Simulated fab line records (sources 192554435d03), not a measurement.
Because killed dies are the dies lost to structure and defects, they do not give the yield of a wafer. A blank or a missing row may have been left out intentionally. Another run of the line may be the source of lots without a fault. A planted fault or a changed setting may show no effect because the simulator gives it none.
Chamber matching    flow n5Finfet    N5_MOL_CONTACT_COAG_STRIP_98 on rieDiel-03 has 4 sister chambers
The step strips in N2/H2. 18 wafers are shown with their chamber, then 9 later ones without.

## WAFERS PAIRED WITH THEIR CHAMBERS
wafer   chamber  showerheadPlenumPTorr (Torr)  drypumpMotorCurrentA (A)  throttleValvePct (%)
L075.2  2        3.34                          6.1                       19.30
L075.3  3        3.57                          5.9                       19.04
L075.4  0        3.26                          5.6                       19.50
L076.1  2        3.34                          6.1                       19.26
L076.2  1        3.49                          5.3                       19.00
L076.5  2        3.34                          6.1                       19.28
L077.1  2        3.33                          6.1                       19.27
L077.2  0        3.26                          5.6                       19.53
L077.3  1        3.49                          5.3                       19.02
L078.2  2        3.33                          6.1                       19.28
L078.3  3        3.56                          5.9                       19.01
L078.6  0        3.26                          5.6                       19.52
L079.1  0        3.26                          5.5                       19.52
L079.4  3        3.56                          5.9                       19.05
L079.5  2        3.33                          6.1                       19.27
L084.2  2        3.33                          6.2                       19.33
L084.3  1        3.48                          5.3                       19.03
L084.6  3        3.56                          5.9                       19.06

SIGNATURES (averages over the wafers above)
reading                chamber 0  chamber 1  chamber 2  chamber 3  scatter within a chamber
showerheadPlenumPTorr  3.2600     3.4867     3.3343     3.5625     0.00473
drypumpMotorCurrentA   5.575      5.300      6.114      5.900      0.0339
throttleValvePct       19.5175    19.0167    19.2843    19.0400    0.0202
Rule: a wafer's distance from a chamber is the root of the sum, over the readings, of the square of ((its reading less the chamber's mean) divided by the reading's scatter). The wafer belongs to the nearest chamber; if the next one is less than 2 further off, it can't be placed. The scatter: take each reading less its chamber's mean, square it, sum over the shown wafers, divide by the number of wafers less the number of chambers, and take the root.

## WAFERS WITHOUT THEIR CHAMBER
wafer   showerheadPlenumPTorr (Torr)  drypumpMotorCurrentA (A)  throttleValvePct (%)
L088.1  3.25                          5.6                       19.58
L088.4  3.47                          5.3                       19.08
L088.5  3.47                          5.3                       19.01
L089.1  3.32                          6.2                       19.32
L089.2  3.25                          5.6                       19.56
L089.6  3.47                          5.3                       19.02
L094.1  3.32                          6.1                       19.35
L094.2  3.55                          5.9                       19.07
L094.4  3.47                          5.3                       19.07

## THE CHAMBER EACH PASSED THROUGH
wafer   from the rows above  in truth
L088.1  0                    0
L088.4  1                    1
L088.5  1                    1
L089.1  2                    2
L089.2  0                    0
L089.6  1                    1
L094.1  2                    2
L094.2  3                    3
L094.4  1                    1
Correctly placed: 9 of 9. Left unplaced by these rows: 0. 0 placed wrongly.
